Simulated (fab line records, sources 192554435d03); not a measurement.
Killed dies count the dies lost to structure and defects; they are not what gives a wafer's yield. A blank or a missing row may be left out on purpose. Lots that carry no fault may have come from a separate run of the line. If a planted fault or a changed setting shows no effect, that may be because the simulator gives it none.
Chamber matching -- flow n5Finfet -- N5_BEOL_M15_STRIP_36 on rieDiel-03: 4 sister chambers
The step strips in O2. 4 wafers are shown with their chamber, then 12 later ones without.

WAFERS WITH THEIR CHAMBER
wafer,chamber,drypumpMotorCurrentA (A)
L090.2,1,5.29
L095.2,3,5.13
L095.3,0,5.95
L095.6,2,5.24

WAFERS MISSING THEIR CHAMBER
wafer,drypumpMotorCurrentA (A)
L093.1,5.14
L093.3,5.28
L093.5,5.14
L096.1,5.12
L096.2,5.29
L096.3,5.92
L096.4,5.24
L096.5,5.93
L096.6,5.17
L097.3,5.13
L097.5,5.26
L097.6,5.29

CHAMBER TAKEN BY EACH
wafer,from the rows above,in truth
L093.1,3,3
L093.3,can't be placed: 1 or 2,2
L093.5,3,3
L096.1,3,3
L096.2,1,1
L096.3,0,0
L096.4,2,2
L096.5,0,0
L096.6,can't be placed: 3 or 2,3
L097.3,3,3
L097.5,can't be placed: 2 or 1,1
L097.6,1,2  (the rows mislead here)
Placed correctly: 8 of 12. From these rows, 3 cannot be placed; in 3 the true chamber is one of the candidates. Wrongly placed: 1.
How it was worked out, from the rows above alone: a wafer's distance from a chamber is the root of the sum, over the readings, of the square of ((its reading less the chamber's mean) divided by the reading's scatter). The wafer belongs to the nearest chamber; if the next one is less than 2 further off, it can't be placed. For every chamber, the mean is computed from those of its wafers that are shown. The scatter: root of mean squared gap, hidden wafer to nearest shown wafer, with one shown wafer a chamber.
